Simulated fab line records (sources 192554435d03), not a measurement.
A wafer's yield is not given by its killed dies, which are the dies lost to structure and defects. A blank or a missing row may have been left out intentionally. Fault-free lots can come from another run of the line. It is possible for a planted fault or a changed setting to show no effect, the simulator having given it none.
fab line records -- flow n5Finfet -- part 2 of 2: steps 4 to 6 of 6
record lots=22, wafers=66, lastDay=18
route steps=1938 shown STI_FIN_REVEAL@183 DUMMY_GATE@235
lots that met no fault: from a run of the same line without faults
startH: the number of hours between the record's first day and the start of the first shown wafer of the lot -- waitH: hours elapsed since this lot's preceding step -- " unchanged from the row above -- L1.1+2: a single row standing in for several wafers -- - either no value or no given start -- * or withheld: withheld -- < > ~ a bound
route shown NAME@n: NAME is a module with steps in the file, n the number in the route of the first one -- usual: mean/standard deviation of fault-free wafers -- same: alike in all rows -- chamber/n: place in a boat -- sites: readings site by site -- _std_site: their standard deviation -- _edge_site: the outer-site mean with the inner-site mean subtracted -- radiusMm: for every site, how far away it sits from the centre of the wafer -- mask NAME#n: copy n -- behind: the most recent tool/chamber to have shaped the wafer -- hold: cause of the lot's hold/its duration in hours/its outcome -- device: the n, p or np transistor that did not switch -- end of line: the tests these same wafers got at the end of their route -- for a step that has no rows: nothing shown but its recipe -- killed: at the first sort, the dies lost to defects and structure; wafer yield is something else -- map: shows each die of a wafer: x if killed, . if not, _ if none is there
set.NAME: setting as actually run; set.NAME@STEP: the setting as run at that earlier step -- model.NAME: the simulator's own value behind a step, which no gauge read
the route's steps for a sample of lots (tables are steps, rows are wafers)
services: the hour from which a tool's chamber was out of use, counted from the record's first day as startH (under 0 if before that day), plus the number of hours and why
## steps
# step N5_DUMMY_GATE_ETCH_37
# recipe chemistry=N2/H2, target=SOC, targetDepthA=600, overetchA=300, tempC=40, ionEnergyEv=200, pressureMtorr=30, sourceW=840, biasW=150, n2FlowSccm=200, h2FlowSccm=200
# usual drypumpMotorCurrentA=5.5/0.51, n2FlowSccm=200.0/0.62, oesProductAu=0.61/0.042, rfVppV=522.7/2.6, showerheadPlenumPTorr=2.50/0.089, throttleValvePct=17.77/0.18
lot.wafer,tool,chamber,startH,waitH,drypumpMotorCurrentA,n2FlowSccm,oesProductAu,rfHoursCounterH,rfVppV,showerheadPlenumPTorr,throttleValvePct
L074.1,rieDiel-06,1,46.88,0.0,5.0,200.4,0.65,103,521.6,2.46,17.70
L074.4,rieDiel-06,0,46.88,0.0,5.6,200.8,0.60,120,525.0,2.56,18.14
L074.5,rieDiel-06,1,46.88,0.0,5.0,200.4,0.64,-,522.1,2.46,17.73
L075.2,rieDiel-01,1,51.72,0.0,4.7,198.8,0.58,152,526.3,2.64,17.95
L075.3,rieDiel-01,0,51.72,0.0,5.4,200.5,0.66,71,519.3,2.37,17.52
L075.6,rieDiel-01,0,51.72,0.0,5.4,200.0,0.66,-,518.5,2.37,17.53
L076.2,rieDiel-02,0,59.84,0.0,5.2,200.7,0.74,13,528.5,2.71,17.49
L076.4,rieDiel-02,3,59.84,0.0,5.9,199.3,0.64,105,524.5,2.56,17.65
L076.6,rieDiel-02,3,59.84,0.0,5.9,199.8,0.64,-,525.1,2.56,17.67
L077.2,rieDiel-02,3,66.62,0.0,5.9,199.6,0.63,107,524.3,2.56,17.67
L077.3,rieDiel-02,1,66.62,0.0,6.3,201.1,0.65,115,520.9,2.46,17.61
L077.5,rieDiel-02,1,66.62,0.0,6.3,199.8,0.64,-,521.5,2.46,17.63
L078.2,rieDiel-06,2,69.30,0.0,5.0,199.1,0.61,118,519.2,2.45,17.72
L078.3,rieDiel-06,1,69.30,0.0,4.9,200.0,0.63,109,522.1,2.46,17.72
L078.4,rieDiel-06,0,69.30,0.0,5.5,200.6,0.60,127,524.7,2.55,18.17
L079.1,rieDiel-01,3,76.60,0.0,5.8,200.3,0.57,204,522.1,2.53,17.96
L079.2,rieDiel-01,0,76.60,0.0,5.4,199.1,0.65,77,518.3,2.36,17.54
L079.5,rieDiel-01,2,76.60,0.0,6.3,200.3,0.60,-,524.6,2.55,17.59
L080.2,rieDiel-02,1,80.79,0.0,6.3,200.3,0.64,119,520.8,2.46,17.63
L080.3,rieDiel-02,2,80.79,0.0,5.1,199.9,0.62,129,521.9,2.44,17.72
L080.4,rieDiel-02,3,80.79,0.0,5.9,199.9,0.63,112,524.1,2.56,17.66
L081.3,rieDiel-01,0,88.16,0.0,5.4,200.1,0.64,81,519.1,2.36,17.56
L081.4,rieDiel-01,3,88.16,0.0,5.8,198.9,0.57,208,522.9,2.53,17.97
L081.6,rieDiel-01,2,88.16,0.0,6.3,199.4,0.59,-,523.8,2.55,17.60
L082.1,rieDiel-02,0,99.71,0.0,5.2,198.9,0.71,26,528.5,2.71,17.50
L082.5,rieDiel-02,0,99.71,0.0,5.2,199.5,0.71,-,527.5,2.71,17.51
L082.6,rieDiel-02,1,99.71,0.0,6.3,199.9,0.63,-,521.2,2.45,17.64
L084.1,rieDiel-02,3,108.64,0.0,5.9,199.8,0.63,121,525.2,2.55,17.68
L084.5,rieDiel-02,2,108.64,0.0,5.1,199.7,0.61,-,521.2,2.44,17.71
L084.6,rieDiel-02,3,108.64,0.0,5.9,199.8,0.62,-,522.7,2.55,17.68
L085.2,rieDiel-01,0,114.03,0.0,5.4,199.3,0.64,89,518.3,2.36,17.56
L085.3,rieDiel-01,1,114.03,0.0,4.7,199.7,0.58,169,525.9,2.64,17.98
L085.4,rieDiel-01,3,114.03,0.0,5.7,199.5,0.56,216,522.8,2.52,17.98
L086.1,rieDiel-06,0,120.96,0.0,5.5,199.9,0.58,141,525.5,2.55,18.19
L086.5,rieDiel-06,3,120.96,0.0,5.6,200.4,0.55,-,521.8,2.42,17.84
L086.6,rieDiel-06,0,120.96,0.0,5.5,200.0,0.59,-,524.4,2.55,18.17
L087.2,rieDiel-01,1,124.87,0.0,4.7,199.8,0.57,172,526.6,2.64,17.99
L087.4,rieDiel-01,3,124.87,0.0,5.8,201.2,0.57,219,523.0,2.52,17.99
L087.6,rieDiel-01,3,124.87,0.0,5.8,199.9,0.56,-,522.1,2.52,17.98
L088.1,rieDiel-01,1,129.38,0.0,4.7,200.5,0.57,174,526.7,2.64,17.98
L088.3,rieDiel-01,2,129.38,0.0,6.3,199.9,0.58,142,524.0,2.54,17.61
L088.5,rieDiel-01,2,129.38,0.0,6.3,200.1,0.59,-,524.9,2.54,17.61
L089.1,rieDiel-02,3,138.52,0.0,5.9,200.8,0.62,127,523.5,2.55,17.67
L089.2,rieDiel-02,0,138.52,0.0,5.2,199.8,0.70,34,529.6,2.70,17.53
L089.3,rieDiel-02,2,138.52,0.0,5.1,199.2,0.60,147,521.1,2.44,17.76
L090.2,rieDiel-06,3,142.72,0.0,5.6,199.8,0.55,218,520.9,2.41,17.86
L090.3,rieDiel-06,1,142.72,0.0,5.0,200.5,0.62,132,521.0,2.45,17.74
L090.4,rieDiel-06,0,142.72,0.0,5.5,199.5,0.59,149,523.2,2.55,18.20
L091.2,rieDiel-06,2,149.68,0.0,5.0,200.8,0.59,144,520.2,2.44,17.77
L091.3,rieDiel-06,1,149.68,0.0,5.0,199.1,0.62,134,520.2,2.45,17.78
L091.5,rieDiel-06,2,149.68,0.0,5.0,201.3,0.60,-,520.6,2.44,17.77
L093.1,rieDiel-02,2,160.91,0.0,5.0,200.9,0.59,153,521.4,2.43,17.75
L093.2,rieDiel-02,3,160.91,0.0,5.9,199.3,0.62,133,524.4,2.55,17.69
L093.5,rieDiel-02,2,160.91,0.0,5.1,200.8,0.59,-,520.3,2.43,17.77
L094.2,rieDiel-06,3,165.73,0.0,5.6,200.0,0.53,225,519.2,2.41,17.86
L094.3,rieDiel-06,2,165.73,0.0,5.0,199.3,0.58,149,521.3,2.44,17.79
L094.4,rieDiel-06,3,165.73,0.0,5.6,199.4,0.54,-,520.8,2.41,17.86
L095.1,rieDiel-06,3,173.00,0.0,5.6,200.4,0.54,228,519.0,2.41,17.88
L095.3,rieDiel-06,2,173.00,0.0,5.0,200.3,0.59,152,520.8,2.44,17.79
L095.5,rieDiel-06,0,173.00,0.0,5.6,199.6,0.58,-,524.2,2.54,18.21
L096.1,rieDiel-01,0,180.06,0.0,5.4,199.8,0.62,108,518.6,2.35,17.60
L096.3,rieDiel-01,1,180.06,0.0,4.7,200.1,0.56,190,526.2,2.63,18.02
L096.5,rieDiel-01,2,180.06,0.0,6.3,199.9,0.58,-,523.4,2.53,17.64
L097.2,rieDiel-01,1,184.14,0.0,4.7,198.9,0.56,191,527.3,2.63,18.02
L097.3,rieDiel-01,2,184.14,0.0,6.3,200.1,0.57,159,523.3,2.53,17.66
L097.5,rieDiel-01,3,184.14,0.0,5.8,199.1,0.55,-,523.4,2.51,18.02
# step N5_DUMMY_GATE_STRIP_41
# recipe chemistry=O2, powerW=400, tempC=40, pressureMtorr=30, rfFrequencyHz=6e+07, biasPowerW=0, overashFraction=0.3, o2FlowSccm=225
# usual drypumpMotorCurrentA=5.4/0.48, oesProductAu=0.76/0.049, rfVppV=3.7/0.48, showerheadPlenumPTorr=2.06/0.075, throttleValvePct=16.61/0.16
# same overashFraction=0.3
lot.wafer,tool,chamber,startH,waitH,drypumpMotorCurrentA,oesProductAu,rfHoursCounterH,rfVppV,showerheadPlenumPTorr,throttleValvePct
L074.1,rieDiel-06,1,47.21,0.0,5.0,0.81,103,3.8,2.03,16.64
L074.4,rieDiel-06,2,47.21,0.0,5.0,0.79,111,4.2,2.01,16.53
L074.5,rieDiel-06,3,47.21,0.0,5.5,0.70,-,3.4,2.00,16.58
L075.2,rieDiel-01,2,52.05,0.0,6.3,0.76,119,3.4,2.11,16.48
L075.3,rieDiel-01,0,52.05,0.0,5.4,0.83,71,4.6,1.95,16.37
L075.6,rieDiel-01,1,52.05,0.0,4.7,0.74,-,4.1,2.18,16.83
L076.2,rieDiel-01,0,60.17,0.0,5.4,0.83,73,3.5,1.95,16.39
L076.4,rieDiel-01,2,60.17,0.0,6.3,0.76,121,3.2,2.11,16.49
L076.6,rieDiel-01,3,60.17,0.0,5.8,0.72,-,3.7,2.08,16.65
L077.2,rieDiel-02,2,66.94,0.0,5.1,0.78,125,4.1,2.01,16.49
L077.3,rieDiel-02,1,66.94,0.0,6.3,0.80,115,3.8,2.02,16.44
L077.5,rieDiel-02,2,66.94,0.0,5.1,0.78,-,4.0,2.01,16.47
L078.2,rieDiel-06,3,69.62,0.0,5.6,0.70,195,3.2,2.00,16.58
L078.3,rieDiel-06,0,69.62,0.0,5.5,0.75,127,3.3,2.10,16.88
L078.4,rieDiel-06,1,69.62,0.0,5.0,0.80,110,3.5,2.03,16.63
L079.1,rieDiel-01,0,76.93,0.0,5.4,0.81,78,3.1,1.95,16.40
L079.2,rieDiel-01,1,76.93,0.0,4.7,0.73,158,4.3,2.18,16.82
L079.5,rieDiel-01,0,76.93,0.0,5.4,0.82,-,3.9,1.95,16.38
L080.2,rieDiel-06,1,81.14,0.0,5.0,0.80,113,3.8,2.03,16.64
L080.3,rieDiel-06,3,81.14,0.0,5.5,0.71,198,4.2,2.00,16.59
L080.4,rieDiel-06,2,81.14,0.0,5.0,0.77,122,3.5,2.01,16.54
L081.3,rieDiel-02,0,88.64,0.0,5.2,0.91,24,3.8,2.24,16.29
L081.4,rieDiel-02,1,88.64,0.0,6.3,0.80,122,3.5,2.02,16.45
L081.6,rieDiel-02,1,88.64,0.0,6.3,0.81,-,3.1,2.02,16.46
L082.1,rieDiel-01,2,100.05,0.0,6.3,0.75,132,3.9,2.11,16.54
L082.5,rieDiel-01,0,100.05,0.0,5.4,0.82,-,3.0,1.95,16.40
L082.6,rieDiel-01,3,100.05,0.0,5.8,0.72,-,4.0,2.07,16.68
L084.1,rieDiel-01,2,109.04,0.0,6.3,0.75,135,3.2,2.11,16.53
L084.5,rieDiel-01,2,109.04,0.0,6.3,0.76,-,3.4,2.10,16.55
L084.6,rieDiel-01,1,109.04,0.0,4.7,0.73,-,4.5,2.17,16.84
L085.2,rieDiel-01,0,114.35,0.0,5.4,0.80,89,3.4,1.95,16.40
L085.3,rieDiel-01,1,114.35,0.0,4.7,0.72,169,3.6,2.17,16.85
L085.4,rieDiel-01,3,114.35,0.0,5.7,0.71,216,3.3,2.07,16.69
L086.1,rieDiel-06,3,121.29,0.0,5.6,0.68,210,3.3,1.99,16.62
L086.5,rieDiel-06,1,121.29,0.0,4.9,0.79,-,3.8,2.02,16.66
L086.6,rieDiel-06,0,121.29,0.0,5.6,0.74,-,3.9,2.09,16.92
L087.2,rieDiel-01,3,125.19,0.0,5.8,0.71,219,3.3,2.07,16.69
L087.4,rieDiel-01,1,125.19,0.0,4.7,0.72,172,4.0,2.17,16.86
L087.6,rieDiel-01,2,125.19,0.0,6.3,0.74,-,4.3,2.10,16.54
L088.1,rieDiel-02,2,129.94,0.0,5.1,0.76,145,3.1,2.00,16.51
L088.3,rieDiel-02,1,129.94,0.0,6.3,0.79,135,4.3,2.02,16.47
L088.5,rieDiel-02,1,129.94,0.0,6.3,0.78,-,4.6,2.02,16.47
L089.1,rieDiel-02,3,138.84,0.0,5.9,0.79,127,3.3,2.11,16.61
L089.2,rieDiel-02,1,138.84,0.0,6.3,0.79,138,3.5,2.01,16.47
L089.3,rieDiel-02,2,138.84,0.0,5.1,0.76,147,3.6,2.00,16.53
L090.2,rieDiel-06,1,143.04,0.0,4.9,0.78,132,3.8,2.02,16.69
L090.3,rieDiel-06,3,143.04,0.0,5.5,0.68,218,2.7,1.99,16.65
L090.4,rieDiel-06,2,143.04,0.0,5.0,0.75,142,3.0,2.00,16.58
L091.2,rieDiel-06,2,150.06,0.0,5.0,0.75,144,3.2,2.00,16.57
L091.3,rieDiel-06,3,150.06,0.0,5.5,0.68,220,4.0,1.99,16.63
L091.5,rieDiel-06,3,150.06,0.0,5.5,0.68,-,3.9,1.99,16.65
L093.1,rieDiel-01,1,161.36,0.0,4.7,0.71,184,3.8,2.17,16.88
L093.2,rieDiel-01,0,161.36,0.0,5.4,0.79,103,3.5,1.94,16.42
L093.5,rieDiel-01,1,161.36,0.0,4.7,0.71,-,3.3,2.17,16.87
L094.2,rieDiel-06,1,166.06,0.0,5.0,0.78,139,3.8,2.02,16.69
L094.3,rieDiel-06,2,166.06,0.0,5.0,0.75,149,3.3,2.00,16.58
L094.4,rieDiel-06,3,166.06,0.0,5.6,0.68,-,3.8,1.99,16.64
L095.1,rieDiel-06,3,173.32,0.0,5.6,0.67,228,4.7,1.99,16.65
L095.3,rieDiel-06,1,173.32,0.0,4.9,0.77,142,3.8,2.02,16.69
L095.5,rieDiel-06,2,173.32,0.0,5.0,0.75,-,3.6,2.00,16.62
L096.1,rieDiel-06,0,180.39,0.0,5.5,0.73,157,4.6,2.09,16.91
L096.3,rieDiel-06,1,180.39,0.0,5.0,0.77,144,3.0,2.02,16.70
L096.5,rieDiel-06,1,180.39,0.0,4.9,0.76,-,3.1,2.02,16.70
L097.2,rieDiel-02,0,184.46,0.0,5.2,0.88,48,4.5,2.23,16.35
L097.3,rieDiel-02,2,184.46,0.0,5.1,0.75,160,4.1,2.00,16.54
L097.5,rieDiel-02,3,184.46,0.0,5.8,0.77,-,3.5,2.10,16.61
# step N5_DUMMY_GATE_CD_MEAS_24
# recipe targetCdNm=15
# usual cdNm=14.97/0.3
lot.wafer,tool,chamber,startH,waitH,cdNm
L074.1,cdSem-03,-,47.61,0.1,14.76
L074.4,cdSem-03,-,47.61,0.1,15.09
L074.5,cdSem-03,-,47.61,0.1,14.63
L075.2,cdSem-02,-,52.45,0.1,14.98
L075.3,cdSem-02,-,52.45,0.1,14.67
L075.6,cdSem-02,-,52.45,0.1,14.77
L076.2,cdSem-03,-,60.57,0.1,15.10
L076.4,cdSem-03,-,60.57,0.1,14.68
L076.6,cdSem-03,-,60.57,0.1,14.51
L077.2,cdSem-01,-,67.34,0.1,14.86
L077.3,cdSem-01,-,67.34,0.1,14.80
L077.5,cdSem-01,-,67.34,0.1,14.74
L078.2,cdSem-03,-,70.02,0.1,14.99
L078.3,cdSem-03,-,70.02,0.1,15.05
L078.4,cdSem-03,-,70.02,0.1,15.62
L079.1,cdSem-03,-,77.33,0.1,15.37
L079.2,cdSem-03,-,77.33,0.1,14.99
L079.5,cdSem-03,-,77.33,0.1,14.82
L080.2,cdSem-03,-,81.54,0.1,15.14
L080.3,cdSem-03,-,81.54,0.1,14.94
L080.4,cdSem-03,-,81.54,0.1,14.83
L081.3,cdSem-03,-,89.05,0.1,15.06
L081.4,cdSem-03,-,89.05,0.1,14.88
L081.6,cdSem-03,-,89.05,0.1,14.44
L082.1,cdSem-01,-,100.45,0.1,14.98
L082.5,cdSem-01,-,100.45,0.1,15.10
L082.6,cdSem-01,-,100.45,0.1,15.00
L084.1,cdSem-02,-,109.44,0.1,14.80
L084.5,cdSem-02,-,109.44,0.1,15.37
L084.6,cdSem-02,-,109.44,0.1,15.06
L085.2,cdSem-02,-,114.77,0.1,14.72
L085.3,cdSem-02,-,114.77,0.1,14.95
L085.4,cdSem-02,-,114.77,0.1,14.56
L086.1,cdSem-02,-,121.69,0.1,15.23
L086.5,cdSem-02,-,121.69,0.1,15.19
L086.6,cdSem-02,-,121.69,0.1,14.82
L087.2,cdSem-03,-,125.60,0.1,15.36
L087.4,cdSem-03,-,125.60,0.1,15.31
L087.6,cdSem-03,-,125.60,0.1,14.26
L088.1,cdSem-01,-,130.34,0.1,15.06
L088.3,cdSem-01,-,130.34,0.1,14.73
L088.5,cdSem-01,-,130.34,0.1,14.94
L089.1,cdSem-01,-,139.24,0.1,14.79
L089.2,cdSem-01,-,139.24,0.1,14.42
L089.3,cdSem-01,-,139.24,0.1,14.77
L090.2,cdSem-01,-,143.44,0.1,14.73
L090.3,cdSem-01,-,143.44,0.1,15.68
L090.4,cdSem-01,-,143.44,0.1,14.91
L091.2,cdSem-02,-,150.46,0.1,15.38
L091.3,cdSem-02,-,150.46,0.1,14.85
L091.5,cdSem-02,-,150.46,0.1,14.81
L093.1,cdSem-03,-,161.76,0.1,15.51
L093.2,cdSem-03,-,161.76,0.1,14.72
L093.5,cdSem-03,-,161.76,0.1,15.19
L094.2,cdSem-02,-,166.46,0.1,14.75
L094.3,cdSem-02,-,166.46,0.1,15.00
L094.4,cdSem-02,-,166.46,0.1,14.78
L095.1,cdSem-01,-,173.72,0.1,15.36
L095.3,cdSem-01,-,173.72,0.1,15.09
L095.5,cdSem-01,-,173.72,0.1,15.72
L096.1,cdSem-03,-,180.79,0.1,15.12
L096.3,cdSem-03,-,180.79,0.1,15.46
L096.5,cdSem-03,-,180.79,0.1,14.38
L097.2,cdSem-01,-,184.86,0.1,15.16
L097.3,cdSem-01,-,184.86,0.1,15.18
L097.5,cdSem-01,-,184.86,0.1,14.85
## services
tool,chamber,startH,hours,kind
aldSin-02,0,8.36,-,clean
aldSin-02,1,8.36,-,clean
aldSin-02,2,8.36,-,clean
aldSin-02,3,8.36,-,clean
rieDiel-01,1,16.98,6.8,repair
aldSin-01,3,18.08,9.3,repair
rieDiel-04,0,26.18,3.2,repair
rieDiel-05,1,32.52,6.7,repair
aldSin-01,2,37.33,4.5,repair
aldSin-03,-,86.27,14.0,pm
rieDiel-01,-,89.90,2.8,pm
aldSin-01,-,91.38,0.8,pm
rieDiel-04,-,94.95,0.9,repair
rieDiel-02,0,100.79,3.5,repair
rieDiel-02,0,104.59,9.6,repair
rieDiel-02,3,125.78,8.9,repair
aldSin-03,-,126.31,2.5,repair
aldSin-01,3,144.39,2.6,repair
rieDiel-04,0,154.52,2.4,repair
rieDiel-04,0,161.59,5.3,repair
rieDiel-06,0,161.86,8.2,repair
rieDiel-03,1,165.50,5.0,repair
rieDiel-05,1,177.38,-,clean
aldSin-01,-,177.73,14.0,pm
